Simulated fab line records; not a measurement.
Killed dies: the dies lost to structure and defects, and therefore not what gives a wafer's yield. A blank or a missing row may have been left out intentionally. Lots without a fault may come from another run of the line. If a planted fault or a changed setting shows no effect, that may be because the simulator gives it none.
Comparing a struck lot with a sound one | flow nand harc | 14 steps out of a route of 1159
Sound: wafers L330.1, L330.2, L330.4. Wafers L345.1, L345.2 were the ones struck. The cause comes at the end.
For every step that has rows: the tool of each side, followed by ch and its chambers, followed by its first start. Under that, the readings that differ: sound wafers | struck wafers | difference of the means | sigmas: that difference in standard deviations of wafers without a fault.
alike: same words and numbers on both sides, and readings whose means sit less than 2 such deviations apart. not compared: any withheld reading, any reading some wafer has no value for, any bound like >300 that may hide the same value, and any number with overlapping values for which the record gives no deviation.
The two part at a step that has a row with sigmas, a row that says differs or no value, or rows on one side only. Numbers that have no deviation but don't overlap get no sigmas and don't part them. A reading missing from all wafers of one side parts the sides only when that side holds two or more wafers.

first, 3 steps without rows for these wafers: NHARC_A_STAIRCASE_TRIM_187 (chemistry O2, time 211.2 s); NHARC_A_STAIRCASE_ETCH_188 (etches the open film in C4F8/O2, target depth 100 nm, time 40.5 s); NHARC_A_STAIRCASE_TRIM_189 (chemistry O2, time 211.2 s).
NHARC_A_STAIRCASE_ETCH_190: etches the open film in C4F8/O2, target depth 100 nm, time 40.5 s.
  sound on rie diel-08 ch 0,2,3; struck on rie diel-06 ch 1,2
  reading                | sound    | struck | difference | sigmas
  rf hours counter h (h) | 56 44 47 | 41 39  | -9         |
  alike: chamber pressure mTorr, oes product au, rf vpp V, run length s
then, 2 steps without rows for these wafers: NHARC_A_STAIRCASE_TRIM_191 (chemistry O2, time 211.2 s); NHARC_A_STAIRCASE_ETCH_192 (etches the open film in C4F8/O2, target depth 100 nm, time 40.5 s).
NHARC_A_STAIRCASE_TRIM_193: chemistry O2, time 211.2 s.
  sound on rie diel-08 ch 0,2,3; struck on rie diel-06 ch 0,1
  reading                | sound    | struck | difference | sigmas
  rf hours counter h (h) | 44 47 56 | 40 39  | -10        |
  alike: chamber pressure mTorr, drypump motor current A, mfc ar sccm, o2 flow sccm, oes product au, rf vpp V, showerhead plenum p Torr, throttle valve pct
then, 1 step without rows for these wafers: NHARC_A_STAIRCASE_ETCH_194 (etches the open film in C4F8/O2, target depth 100 nm, time 40.5 s).
NHARC_A_STAIRCASE_TRIM_196: chemistry O2, time 211.2 s.
  sound on rie diel-12 ch 0,1,3, day 12 05:36; struck on rie diel-06 ch 1,2, day 15 21:35
  reading                | sound    | struck | difference | sigmas
  rf hours counter h (h) | 20 26 24 | 40 41  | +17        |
  alike: chamber pressure mTorr, drypump motor current A, mfc ar sccm, o2 flow sccm, oes product au, rf vpp V, showerhead plenum p Torr, throttle valve pct
then, 1 step without rows for these wafers: NHARC_A_STAIRCASE_ETCH_197 (etches the open film in C4F8/O2, target depth 100 nm, time 40.5 s).
NHARC_A_STAIRCASE_TRIM_198: chemistry O2, time 211.2 s.
  sound on rie diel-12 ch 0,1,2; struck on rie diel-06 ch 1,3
  reading                        | sound             | struck      | difference | sigmas
  chamber pressure mTorr (mTorr) | 60.04 59.93 59.95 | 60.03 60.14 | +0.11      | +2
  rf hours counter h (h)         | 26 20 24          | 40 38       | +16        |
  alike: drypump motor current A, mfc ar sccm, o2 flow sccm, oes product au, rf vpp V, showerhead plenum p Torr, throttle valve pct
NHARC_A_STAIRCASE_ETCH_199: etches the open film in C4F8/O2, target depth 100 nm, time 40.5 s.
  sound on rie diel-12 ch 0,1,2, day 12 06:10; struck on rie diel-06 ch 0,3, day 15 22:01
  reading                | sound          | struck    | difference | sigmas
  rf hours counter h (h) | 26 24 21       | 38 40     | +15        |
  run length s (s)       | 61.9 60.8 61.8 | 76.1 73.6 | +13.3      | +22
  alike: chamber pressure mTorr, oes product au, rf vpp V
NHARC_A_STAIRCASE_TRIM_200: chemistry O2, time 211.2 s.
  sound on rie diel-12 ch 0,1,3; struck on rie diel-06 ch 2,3
  reading                | sound             | struck      | difference | sigmas
  oes product au (a.u.)  | 0.980 0.993 0.981 | 1.021 1.004 | +0.028     | +3
  rf hours counter h (h) | 21 27 25          | 41 38       | +15        |
  alike: chamber pressure mTorr, drypump motor current A, mfc ar sccm, o2 flow sccm, rf vpp V, showerhead plenum p Torr, throttle valve pct
-- jump in the record: it breaks off in module A_STAIRCASE and resumes in module END (first step shown: number 1159 of the route), and 8 days separate the struck wafers' starts before and after --
NHARC_END_SORT_01:
  sound on prober-02 ch 0, day 21 23:16; struck on prober-02 ch 0, day 24 05:44
  reading             | sound    | struck  | difference | sigmas
  killed at array     | 15 15 16 | 670 670 | +655       | +78
  killed at periphery | 1 2 2    | 7 7     | +5         | +3
  killed dies         | 17 17 18 | 677 677 | +660       | +73
  alike: killed at other, killed open, killed short

## WHERE THEY PART
At NHARC_A_STAIRCASE_TRIM_198 first; at NHARC_END_SORT_01 last (within this record only).

WHY: what had been put in by the simulator
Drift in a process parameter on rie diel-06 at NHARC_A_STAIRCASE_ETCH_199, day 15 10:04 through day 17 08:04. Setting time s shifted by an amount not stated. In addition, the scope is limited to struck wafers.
